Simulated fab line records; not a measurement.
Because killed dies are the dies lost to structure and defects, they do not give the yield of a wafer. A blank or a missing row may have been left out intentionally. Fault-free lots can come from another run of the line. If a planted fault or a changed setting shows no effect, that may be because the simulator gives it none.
Which tool was responsible? :: flow n5_finfet :: 72 wafers from 24 lots sampled at 5 of the route's 1938 steps

WHAT THE GAUGES READ, wafer by wafer
N5_BEOL_M12_CD_MEAS_10: the cd target is 140 nm. Usual: cd_nm reads 139.7 nm (standard deviation 1.7).
lot: L074
measured: day 10 03:05
on: cd_sem-02
cd_nm (nm): 140.9 142.3 141.8
flag: 

lot: L076
measured: day 10 19:25
on: cd_sem-02
cd_nm (nm): 140.1 138.8 140.3
flag: 

lot: L075
measured: day 10 20:53
on: cd_sem-02
cd_nm (nm): 141.8 139.9 140.4
flag: 

lot: L079
measured: day 11 04:43
on: cd_sem-03
cd_nm (nm): 140.1 137.7 141.3
flag: 

lot: L077
measured: day 11 04:53
on: cd_sem-02
cd_nm (nm): 140.7 140.9 137.9
flag: 

lot: L078
measured: day 11 05:18
on: cd_sem-02
cd_nm (nm): 140.9 141.5 139.0
flag: 

lot: L081
measured: day 11 22:08
on: cd_sem-03
cd_nm (nm): 138.8 139.1 138.6
flag: 

lot: L080
measured: day 12 05:08
on: cd_sem-02
cd_nm (nm): 143.0 143.3 140.7
flag: 

lot: L082
measured: day 12 07:08
on: cd_sem-03
cd_nm (nm): 137.9 138.9 135.9
flag: 

lot: L084
measured: day 12 22:48
on: cd_sem-01
cd_nm (nm): 141.2 138.8 139.8
flag: 

lot: L083
measured: day 13 02:12
on: cd_sem-01
cd_nm (nm): 138.7 138.4 139.6
flag: 

lot: L085
measured: day 13 04:14
on: cd_sem-02
cd_nm (nm): 138.1 140.9 140.3
flag: 

lot: L086
measured: day 13 09:55
on: cd_sem-02
cd_nm (nm): 140.1 140.5 137.4
flag: 

lot: L088
measured: day 14 03:24
on: cd_sem-02
cd_nm (nm): 138.9 137.0 138.7
flag: 

lot: L087
measured: day 14 03:57
on: cd_sem-01
cd_nm (nm): 141.3 141.7 142.8
flag: 

lot: L089
measured: day 14 15:12
on: cd_sem-03
cd_nm (nm): 141.0 139.1 137.6
flag: 

lot: L091
measured: day 14 16:52
on: cd_sem-02
cd_nm (nm): 138.4 137.9 140.1
flag: 

lot: L093
measured: day 14 19:46
on: cd_sem-01
cd_nm (nm): 139.4 138.3 142.3
flag: 

lot: L090
measured: day 14 19:48
on: cd_sem-01
cd_nm (nm): 137.8 138.3 138.2
flag: 

lot: L092
measured: day 14 23:19
on: cd_sem-02
cd_nm (nm): 139.5 141.9 142.5
flag: 

lot: L094
measured: day 15 13:22
on: cd_sem-02
cd_nm (nm): 135.9 138.7 136.7
flag: 

lot: L095
measured: day 15 23:40
on: cd_sem-01
cd_nm (nm): 140.5 141.5 141.8
flag: 

lot: L096
measured: day 16 00:26
on: cd_sem-01
cd_nm (nm): 138.5 137.4 138.6
flag: 

lot: L097
measured: day 16 06:13
on: cd_sem-02
cd_nm (nm): 139.1 139.3 138.8
flag: 

N5_BEOL_M13_INSPECT_30: inspects for defects (macro). Usual: raw_defect_count reads 1.9 (standard deviation 1.4).
lot: L074
measured: day 10 10:21
on: defect_inspect-02
raw_defect_count: 2 3 3
flag: 

lot: L076
measured: day 11 02:37
on: defect_inspect-02
raw_defect_count: 3 1 0
flag: 

lot: L075
measured: day 11 02:53
on: defect_inspect-02
raw_defect_count: 2 2 3
flag: 

lot: L079
measured: day 11 10:08
on: defect_inspect-02
raw_defect_count: 0 3 6
flag: 

lot: L077
measured: day 11 10:50
on: defect_inspect-02
raw_defect_count: 1 1 3
flag: 

lot: L078
measured: day 11 12:26
on: defect_inspect-01
raw_defect_count: 2 1 2
flag: 

lot: L081
measured: day 12 04:23
on: defect_inspect-02
raw_defect_count: 2 2 5
flag: 

lot: L080
measured: day 12 12:28
on: defect_inspect-01
raw_defect_count: 0 1 0
flag: 

lot: L082
measured: day 12 12:44
on: defect_inspect-02
raw_defect_count: 1 3 2
flag: 

lot: L084
measured: day 13 05:34
on: defect_inspect-02
raw_defect_count: 7 2 0
flag: 

lot: L083
measured: day 13 07:11
on: defect_inspect-01
raw_defect_count: 2 2 2
flag: 

lot: L085
measured: day 13 14:55
on: defect_inspect-02
raw_defect_count: 2 1 1
flag: 

lot: L086
measured: day 13 16:00
on: defect_inspect-02
raw_defect_count: 1 0 1
flag: 

lot: L088
measured: day 14 11:11
on: defect_inspect-02
raw_defect_count: 3 0 1
flag: 

lot: L087
measured: day 14 11:58
on: defect_inspect-01
raw_defect_count: 1 1 2
flag: 

lot: L089
measured: day 14 22:35
on: defect_inspect-02
raw_defect_count: 1 4 1
flag: 

lot: L091
measured: day 14 23:25
on: defect_inspect-02
raw_defect_count: 1 4 2
flag: 

lot: L093
measured: day 15 00:46
on: defect_inspect-01
raw_defect_count: 2 3 1
flag: 

lot: L090
measured: day 15 07:02
on: defect_inspect-02
raw_defect_count: 3 2 3
flag: 

lot: L092
measured: day 15 07:25
on: defect_inspect-02
raw_defect_count: 1 1 4
flag: 

lot: L094
measured: day 15 21:23
on: defect_inspect-02
raw_defect_count: 3 0 1
flag: 

lot: L095
measured: day 16 05:50
on: defect_inspect-01
raw_defect_count: 4 4 6
flag: 

lot: L096
measured: day 16 06:07
on: defect_inspect-01
raw_defect_count: 4 2 3
flag: 

lot: L097
measured: day 16 11:53
on: defect_inspect-01
raw_defect_count: 0 1 1
flag: 

N5_BEOL_M14_INSPECT_12: inspects for defects (macro). Usual: raw_defect_count reads 2.1 (standard deviation 1.4).
lot: L074
measured: day 10 13:40
on: defect_inspect-01
raw_defect_count: 3 3 1
flag: 

lot: L076
measured: day 11 06:13
on: defect_inspect-01
raw_defect_count: 1 5 2
flag: 

lot: L075
measured: day 11 06:36
on: defect_inspect-01
raw_defect_count: 1 2 3
flag: 

lot: L079
measured: day 11 14:29
on: defect_inspect-02
raw_defect_count: 3 3 3
flag: 

lot: L077
measured: day 11 14:50
on: defect_inspect-01
raw_defect_count: 2 1 2
flag: 

lot: L078
measured: day 11 16:26
on: defect_inspect-02
raw_defect_count: 5 2 4
flag: 

lot: L081
measured: day 12 08:27
on: defect_inspect-02
raw_defect_count: 4 2 3
flag: 

lot: L080
measured: day 12 15:59
on: defect_inspect-02
raw_defect_count: 4 1 5
flag: 

lot: L082
measured: day 12 22:00
on: defect_inspect-02
raw_defect_count: 0 2 2
flag: 

lot: L084
measured: day 13 14:06
on: defect_inspect-01
raw_defect_count: 0 0 2
flag: 

lot: L083
measured: day 13 15:08
on: defect_inspect-02
raw_defect_count: 3 2 3
flag: 

lot: L085
measured: day 13 19:26
on: defect_inspect-01
raw_defect_count: 2 0 3
flag: 

lot: L086
measured: day 13 19:30
on: defect_inspect-02
raw_defect_count: 1 2 4
flag: 

lot: L088
measured: day 14 15:08
on: defect_inspect-02
raw_defect_count: 4 2 2
flag: 

lot: L087
measured: day 14 15:25
on: defect_inspect-02
raw_defect_count: 1 2 2
flag: 

lot: L089
measured: day 15 04:26
on: defect_inspect-02
raw_defect_count: 0 1 1
flag: 

lot: L091
measured: day 15 04:52
on: defect_inspect-02
raw_defect_count: 2 3 2
flag: 

lot: L093
measured: day 15 05:42
on: defect_inspect-02
raw_defect_count: 3 3 1
flag: 

lot: L090
measured: day 15 10:40
on: defect_inspect-02
raw_defect_count: 3 3 0
flag: 

lot: L092
measured: day 15 13:08
on: defect_inspect-01
raw_defect_count: 1 2 3
flag: 

lot: L094
measured: day 16 02:46
on: defect_inspect-02
raw_defect_count: 4 1 1
flag: 

lot: L095
measured: day 16 11:13
on: defect_inspect-01
raw_defect_count: 3 0 1
flag: 

lot: L096
measured: day 16 10:04
on: defect_inspect-02
raw_defect_count: 1 1 2
flag: 

lot: L097
measured: day 16 17:08
on: defect_inspect-01
raw_defect_count: 0 0 0
flag: 

WHAT TOOL EACH LOT RAN ON (gives the tool, then ch and the chambers of the sampled wafers, and finally the start)
lot: L074
N5_BEOL_M12_ETCH_59: rie_diel-03 ch 3, day 10 03:14
N5_BEOL_M13_PRE_CLEAN_42: pvd_sputter-02, day 10 11:51

lot: L076
N5_BEOL_M12_ETCH_59: rie_diel-01 ch 1,2, day 10 19:32
N5_BEOL_M13_PRE_CLEAN_42: pvd_sputter-01, day 11 03:49

lot: L075
N5_BEOL_M12_ETCH_59: rie_diel-03 ch 1,2,3, day 10 21:01
N5_BEOL_M13_PRE_CLEAN_42: pvd_sputter-01, day 11 04:19

lot: L079
N5_BEOL_M12_ETCH_59: rie_diel-06 ch 1,2, day 11 04:50
N5_BEOL_M13_PRE_CLEAN_42: pvd_sputter-02, day 11 12:32

lot: L077
N5_BEOL_M12_ETCH_59: rie_diel-01 ch 0,2,3, day 11 05:00
N5_BEOL_M13_PRE_CLEAN_42: pvd_sputter-02, day 11 12:54

lot: L078
N5_BEOL_M12_ETCH_59: rie_diel-01 ch 0,2,3, day 11 05:25
N5_BEOL_M13_PRE_CLEAN_42: pvd_sputter-01, day 11 14:29

lot: L081
N5_BEOL_M12_ETCH_59: rie_diel-01 ch 0,1,3, day 11 22:16
N5_BEOL_M13_PRE_CLEAN_42: pvd_sputter-03, day 12 06:30

lot: L080
N5_BEOL_M12_ETCH_59: rie_diel-01 ch 0,2,3, day 12 05:25
N5_BEOL_M13_PRE_CLEAN_42: pvd_sputter-01, day 12 14:10

lot: L082
N5_BEOL_M12_ETCH_59: rie_diel-03 ch 0,1,2, day 12 07:16
N5_BEOL_M13_PRE_CLEAN_42: pvd_sputter-01, day 12 20:04

lot: L084
N5_BEOL_M12_ETCH_59: rie_diel-01 ch 1,2,3, day 12 23:06
N5_BEOL_M13_PRE_CLEAN_42: pvd_sputter-03, day 13 12:08

lot: L083
N5_BEOL_M12_ETCH_59: rie_diel-06 ch 0,1,3, day 13 02:32
N5_BEOL_M13_PRE_CLEAN_42: pvd_sputter-01, day 13 13:11

lot: L085
N5_BEOL_M12_ETCH_59: rie_diel-03 ch 1,2,3, day 13 04:22
N5_BEOL_M13_PRE_CLEAN_42: pvd_sputter-02, day 13 17:23

lot: L086
N5_BEOL_M12_ETCH_59: rie_diel-06 ch 0,3, day 13 10:02
N5_BEOL_M13_PRE_CLEAN_42: pvd_sputter-03, day 13 17:41

lot: L088
N5_BEOL_M12_ETCH_59: rie_diel-03 ch 0,3, day 14 03:32
N5_BEOL_M13_PRE_CLEAN_42: pvd_sputter-01, day 14 13:19

lot: L087
N5_BEOL_M12_ETCH_59: rie_diel-01 ch 2,3, day 14 04:05
N5_BEOL_M13_PRE_CLEAN_42: pvd_sputter-02, day 14 13:25

lot: L089
N5_BEOL_M12_ETCH_59: rie_diel-01 ch 1,2, day 14 15:22
N5_BEOL_M13_PRE_CLEAN_42: pvd_sputter-02, day 15 02:36

lot: L091
N5_BEOL_M12_ETCH_59: rie_diel-06 ch 0,1, day 14 17:27
N5_BEOL_M13_PRE_CLEAN_42: pvd_sputter-02, day 15 02:55

lot: L093
N5_BEOL_M12_ETCH_59: rie_diel-03 ch 0,1, day 14 19:53
N5_BEOL_M13_PRE_CLEAN_42: pvd_sputter-01, day 15 03:34

lot: L090
N5_BEOL_M12_ETCH_59: rie_diel-06 ch 1,2,3, day 14 20:13
N5_BEOL_M13_PRE_CLEAN_42: pvd_sputter-01, day 15 08:02

lot: L092
N5_BEOL_M12_ETCH_59: rie_diel-01 ch 0,3, day 14 23:26
N5_BEOL_M13_PRE_CLEAN_42: pvd_sputter-01, day 15 10:49

lot: L094
N5_BEOL_M12_ETCH_59: rie_diel-01 ch 0,1,2, day 15 13:49
N5_BEOL_M13_PRE_CLEAN_42: pvd_sputter-01, day 16 00:32

lot: L095
N5_BEOL_M12_ETCH_59: rie_diel-01 ch 0,2, day 15 23:59
N5_BEOL_M13_PRE_CLEAN_42: pvd_sputter-01, day 16 09:10

lot: L096
N5_BEOL_M12_ETCH_59: rie_diel-03 ch 2,3, day 16 00:34
N5_BEOL_M13_PRE_CLEAN_42: pvd_sputter-01, day 16 08:07

lot: L097
N5_BEOL_M12_ETCH_59: rie_diel-01 ch 0,1, day 16 06:20
N5_BEOL_M13_PRE_CLEAN_42: pvd_sputter-02, day 16 15:13
- N5_BEOL_M12_ETCH_59: etches BARC in N2/H2, target depth 89 nm, overetch 26.7 nm, time 67.9 s.
- N5_BEOL_M13_PRE_CLEAN_42: time 30 s.

WHAT THE TOOLS THEMSELVES READ (means of the sampled wafers that have a number; where no wafer has one, the mark that the record gives instead)
N5_BEOL_M12_ETCH_59. Usual: drypump_motor_current_A 5.6 A, standard deviation 0.51; oes_product_au 0.68 a.u., standard deviation 0.067; rf_fwd_power_W 832 W, standard deviation 3.9; rf_vpp_V 524.2 V, standard deviation 2.6; showerhead_plenum_p_Torr 2.55 Torr, standard deviation 0.093; throttle_valve_pct 17.91 %, standard deviation 0.25.
lot: L074
tool: rie_diel-03
drypump_motor_current_A (A): 5.8
oes_product_au (a.u.): 0.77
rf_fwd_power_W (W): 831
rf_vpp_V (V): 524.6
showerhead_plenum_p_Torr (Torr): 2.58
throttle_valve_pct (%): 17.76
flag: 

lot: L076
tool: rie_diel-01
drypump_motor_current_A (A): 5.3
oes_product_au (a.u.): 0.70
rf_fwd_power_W (W): 834
rf_vpp_V (V): 524.7
showerhead_plenum_p_Torr (Torr): 2.60
throttle_valve_pct (%): 18.09
flag: 

lot: L075
tool: rie_diel-03
drypump_motor_current_A (A): 5.5
oes_product_au (a.u.): 0.67
rf_fwd_power_W (W): 832
rf_vpp_V (V): 522.5
showerhead_plenum_p_Torr (Torr): 2.48
throttle_valve_pct (%): 17.77
flag: 

lot: L079
tool: rie_diel-06
drypump_motor_current_A (A): 5.3
oes_product_au (a.u.): 0.66
rf_fwd_power_W (W): 833
rf_vpp_V (V): 523.6
showerhead_plenum_p_Torr (Torr): 2.51
throttle_valve_pct (%): 17.91
flag: 

lot: L077
tool: rie_diel-01
drypump_motor_current_A (A): 5.7
oes_product_au (a.u.): 0.65
rf_fwd_power_W (W): 830
rf_vpp_V (V): 526.2
showerhead_plenum_p_Torr (Torr): 2.61
throttle_valve_pct (%): 17.97
flag: 

lot: L078
tool: rie_diel-01
drypump_motor_current_A (A): 5.8
oes_product_au (a.u.): 0.66
rf_fwd_power_W (W): 832
rf_vpp_V (V): 525.9
showerhead_plenum_p_Torr (Torr): 2.61
throttle_valve_pct (%): 17.98
flag: 

lot: L081
tool: rie_diel-01
drypump_motor_current_A (A): 6.0
oes_product_au (a.u.): 0.69
rf_fwd_power_W (W): 834
rf_vpp_V (V): 525.2
showerhead_plenum_p_Torr (Torr): 2.55
throttle_valve_pct (%): 17.82
flag: 

lot: L080
tool: rie_diel-01
drypump_motor_current_A (A): 5.7
oes_product_au (a.u.): 0.65
rf_fwd_power_W (W): 829
rf_vpp_V (V): 526.3
showerhead_plenum_p_Torr (Torr): 2.61
throttle_valve_pct (%): 17.98
flag: 

lot: L082
tool: rie_diel-03
drypump_motor_current_A (A): 5.6
oes_product_au (a.u.): 0.61
rf_fwd_power_W (W): 834
rf_vpp_V (V): 522.2
showerhead_plenum_p_Torr (Torr): 2.48
throttle_valve_pct (%): 17.94
flag: 

lot: L084
tool: rie_diel-01
drypump_motor_current_A (A): 5.8
oes_product_au (a.u.): 0.69
rf_fwd_power_W (W): 829
rf_vpp_V (V): 526.1
showerhead_plenum_p_Torr (Torr): 2.61
throttle_valve_pct (%): 17.89
flag: 

lot: L083
tool: rie_diel-06
drypump_motor_current_A (A): 5.1
oes_product_au (a.u.): 0.64
rf_fwd_power_W (W): 831
rf_vpp_V (V): 524.2
showerhead_plenum_p_Torr (Torr): 2.54
throttle_valve_pct (%): 17.99
flag: 

lot: L085
tool: rie_diel-03
drypump_motor_current_A (A): 5.5
oes_product_au (a.u.): 0.66
rf_fwd_power_W (W): 831
rf_vpp_V (V): 521.4
showerhead_plenum_p_Torr (Torr): 2.47
throttle_valve_pct (%): 17.82
flag: 

lot: L086
tool: rie_diel-06
drypump_motor_current_A (A): 4.9
oes_product_au (a.u.): 0.64
rf_fwd_power_W (W): 832
rf_vpp_V (V): 523.5
showerhead_plenum_p_Torr (Torr): 2.51
throttle_valve_pct (%): 17.99
flag: 

lot: L088
tool: rie_diel-03
drypump_motor_current_A (A): 6.0
oes_product_au (a.u.): 0.75
rf_fwd_power_W (W): 832
rf_vpp_V (V): 524.6
showerhead_plenum_p_Torr (Torr): 2.58
throttle_valve_pct (%): 17.83
flag: 

lot: L087
tool: rie_diel-01
drypump_motor_current_A (A): 5.6
oes_product_au (a.u.): 0.65
rf_fwd_power_W (W): 828
rf_vpp_V (V): 527.5
showerhead_plenum_p_Torr (Torr): 2.66
throttle_valve_pct (%): 18.07
flag: 

lot: L089
tool: rie_diel-01
drypump_motor_current_A (A): 5.3
oes_product_au (a.u.): 0.67
rf_fwd_power_W (W): 830
rf_vpp_V (V): 525.0
showerhead_plenum_p_Torr (Torr): 2.59
throttle_valve_pct (%): 18.13
flag: 

lot: L091
tool: rie_diel-06
drypump_motor_current_A (A): 5.3
oes_product_au (a.u.): 0.62
rf_fwd_power_W (W): 832
rf_vpp_V (V): 524.8
showerhead_plenum_p_Torr (Torr): 2.56
throttle_valve_pct (%): 18.01
flag: 

lot: L093
tool: rie_diel-03
drypump_motor_current_A (A): 5.3
oes_product_au (a.u.): 0.69
rf_fwd_power_W (W): 833
rf_vpp_V (V): 522.0
showerhead_plenum_p_Torr (Torr): 2.49
throttle_valve_pct (%): 17.64
flag: 

lot: L090
tool: rie_diel-06
drypump_motor_current_A (A): 5.2
oes_product_au (a.u.): 0.64
rf_fwd_power_W (W): 835
rf_vpp_V (V): 522.5
showerhead_plenum_p_Torr (Torr): 2.48
throttle_valve_pct (%): 17.97
flag: 

lot: L092
tool: rie_diel-01
drypump_motor_current_A (A): 5.9
oes_product_au (a.u.): 0.78
rf_fwd_power_W (W): 831
rf_vpp_V (V): 523.8
showerhead_plenum_p_Torr (Torr): 2.55
throttle_valve_pct (%): 17.69
flag: 

lot: L094
tool: rie_diel-01
drypump_motor_current_A (A): 5.5
oes_product_au (a.u.): 0.72
rf_fwd_power_W (W): 831
rf_vpp_V (V): 523.9
showerhead_plenum_p_Torr (Torr): 2.53
throttle_valve_pct (%): 17.94
flag: 

lot: L095
tool: rie_diel-01
drypump_motor_current_A (A): 5.3
oes_product_au (a.u.): 0.69
rf_fwd_power_W (W): 830
rf_vpp_V (V): 525.3
showerhead_plenum_p_Torr (Torr): 2.59
throttle_valve_pct (%): 18.11
flag: 

lot: L096
tool: rie_diel-03
drypump_motor_current_A (A): 5.8
oes_product_au (a.u.): 0.75
rf_fwd_power_W (W): 830
rf_vpp_V (V): 526.8
showerhead_plenum_p_Torr (Torr): 2.66
throttle_valve_pct (%): 17.74
flag: 

lot: L097
tool: rie_diel-01
drypump_motor_current_A (A): 5.6
oes_product_au (a.u.): 0.77
rf_fwd_power_W (W): 836
rf_vpp_V (V): 522.3
showerhead_plenum_p_Torr (Torr): 2.48
throttle_valve_pct (%): 17.76
flag: 

N5_BEOL_M13_PRE_CLEAN_42. Usual: heater_power_w reads 350 W (standard deviation 55).
lot: L074
tool: pvd_sputter-02
heater_power_w (W): 407
flag: 

lot: L076
tool: pvd_sputter-01
heater_power_w (W): 308
flag: 

lot: L075
tool: pvd_sputter-01
heater_power_w (W): 287
flag: 

lot: L079
tool: pvd_sputter-02
heater_power_w (W): 409
flag: 

lot: L077
tool: pvd_sputter-02
heater_power_w (W): 384
flag: 

lot: L078
tool: pvd_sputter-01
heater_power_w (W): 308
flag: 

lot: L081
tool: pvd_sputter-03
heater_power_w (W): 359
flag: 

lot: L080
tool: pvd_sputter-01
heater_power_w (W): 341
flag: 

lot: L082
tool: pvd_sputter-01
heater_power_w (W): 309
flag: 

lot: L084
tool: pvd_sputter-03
heater_power_w (W): 370
flag: 

lot: L083
tool: pvd_sputter-01
heater_power_w (W): 308
flag: 

lot: L085
tool: pvd_sputter-02
heater_power_w (W): 352
flag: 

lot: L086
tool: pvd_sputter-03
heater_power_w (W): 379
flag: 

lot: L088
tool: pvd_sputter-01
heater_power_w (W): 334
flag: 

lot: L087
tool: pvd_sputter-02
heater_power_w (W): 347
flag: 

lot: L089
tool: pvd_sputter-02
heater_power_w (W): 378
flag: 

lot: L091
tool: pvd_sputter-02
heater_power_w (W): 354
flag: 

lot: L093
tool: pvd_sputter-01
heater_power_w (W): 281
flag: 

lot: L090
tool: pvd_sputter-01
heater_power_w (W): 312
flag: 

lot: L092
tool: pvd_sputter-01
heater_power_w (W): 332
flag: 

lot: L094
tool: pvd_sputter-01
heater_power_w (W): 342
flag: 

lot: L095
tool: pvd_sputter-01
heater_power_w (W): 346
flag: 

lot: L096
tool: pvd_sputter-01
heater_power_w (W): 340
flag: 

lot: L097
tool: pvd_sputter-02
heater_power_w (W): 349
flag: 

THE ANSWER, worked out from the rows above alone
Rule: a lot counts as off when the mean over its wafers that have a number is more than 3 standard deviations away from the usual mean. A lot without any number at a reading at which 4 lots or more have one is off too. All remaining lots with rows at the step are treated as sound. After the gauges, taken in route order, come the tools' own readings; for these a lot's mean is taken, as printed above. The first step at which some lot is off is used, and at that step the reading that is off furthest; a lot without a number counts as furthest.
Nothing can be told from this: no lot is off at any reading shown.

WHAT WAS PUT IN BY THE SIMULATOR
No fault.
